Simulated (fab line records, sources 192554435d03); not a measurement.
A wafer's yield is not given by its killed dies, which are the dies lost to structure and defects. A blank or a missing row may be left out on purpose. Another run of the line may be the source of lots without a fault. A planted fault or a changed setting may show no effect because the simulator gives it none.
Split-lot experiment ; flow n5_finfet ; on a route of 1938 steps: 7 lots, 21 wafers read

SPLIT DETAILS
At N5_ZERO_LAYER_PECVD_02 (deposits SiO2 from SiH4/N2O, target thk 10 nm, time 6 s), the setting time_s was moved away from the recipe's 6 s on 4 of the 21 wafers read, by -5.1% to +10.0%. The other wafers ran this setting at the recipe's value.

Reading taken at the split's own step.

THE READING
SiO2_of_ZERO_LAYER_PECVD_02.thk_nm (the simulator's own value, which no gauge read), in nm, at N5_ZERO_LAYER_PECVD_02 (deposits SiO2 from SiH4/N2O, target thk 10 nm, time 6 s). No usual value for it is given in the file. The 17 wafers here that ran the recipe average 9.963 nm, standard deviation 0.19 nm.

wafer;tool, chamber at the split;time_s as run, s;against the recipe;SiO2_of_ZERO_LAYER_PECVD_02.thk_nm, nm;against lot-mates on the recipe
L075.3;pecvd-02, 0;6;recipe;9.884;-
L075.4;pecvd-02, 2;6;recipe;10.19;-
L075.6;pecvd-02, 1;6.599;+10.0%;11;+0.963
L078.3;pecvd-03, 0;6;recipe;10.05;-
L078.4;pecvd-03, 0;6;recipe;10.37;-
L078.6;pecvd-03, 1;6.497;+8.3%;11.04;+0.830
L079.3;pecvd-02, 2;6;recipe;9.808;-
L079.4;pecvd-02, 0;6;recipe;9.98;-
L079.6;pecvd-02, 1;6;recipe;9.86;-
L080.1;pecvd-03, 2;6;recipe;9.658;-
L080.2;pecvd-03, 1;6;recipe;9.653;-
L080.4;pecvd-03, 1;5.694;-5.1%;9.41;-0.245
L086.2;pecvd-03, 2;6;recipe;9.935;-
L086.3;pecvd-03, 1;6;recipe;9.847;-
L086.5;pecvd-03, 2;6;recipe;10.15;-
L090.1;pecvd-04, 2;6;recipe;9.873;-
L090.4;pecvd-04, 0;6;recipe;10.17;-
L090.6;pecvd-04, 1;6.445;+7.4%;11.04;+1.018
L093.1;pecvd-04, 0;6;recipe;10.12;-
L093.2;pecvd-04, 1;6;recipe;9.981;-
L093.6;pecvd-04, 2;6;recipe;9.845;-

FIT RESULTS
A straight line over all 21 wafers: SiO2_of_ZERO_LAYER_PECVD_02.thk_nm changes by +0.12 nm for each +1% of time_s; r = +0.91; the points scatter about the line by 0.19 nm.
The same after taking each lot's own level away (the mean of its wafers on the recipe; 21 wafers): +0.0994 nm for each +1%; r = +0.93; scatter 0.14 nm.
Per that fit: largest time_s move, reading shift of 0.99 nm.
Measured against the standard deviation above, the lots' own levels, which go from 9.6555 to 10.2100 nm, span 3.0 times it.
In other words, the slope is changed by the lot-to-lot level; the two fits disagree.
Check: +1.05 nm against its lot-mates is what the line predicts for one of the wafers moved furthest among these (+10.0%) when that wafer is left out of the fit. Against them it came out at +0.963 nm.

FILE'S OWN FIT
SiO2_of_ZERO_LAYER_PECVD_02.thk_nm changes by +0.102 nm for each +1% of time_s, r = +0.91.
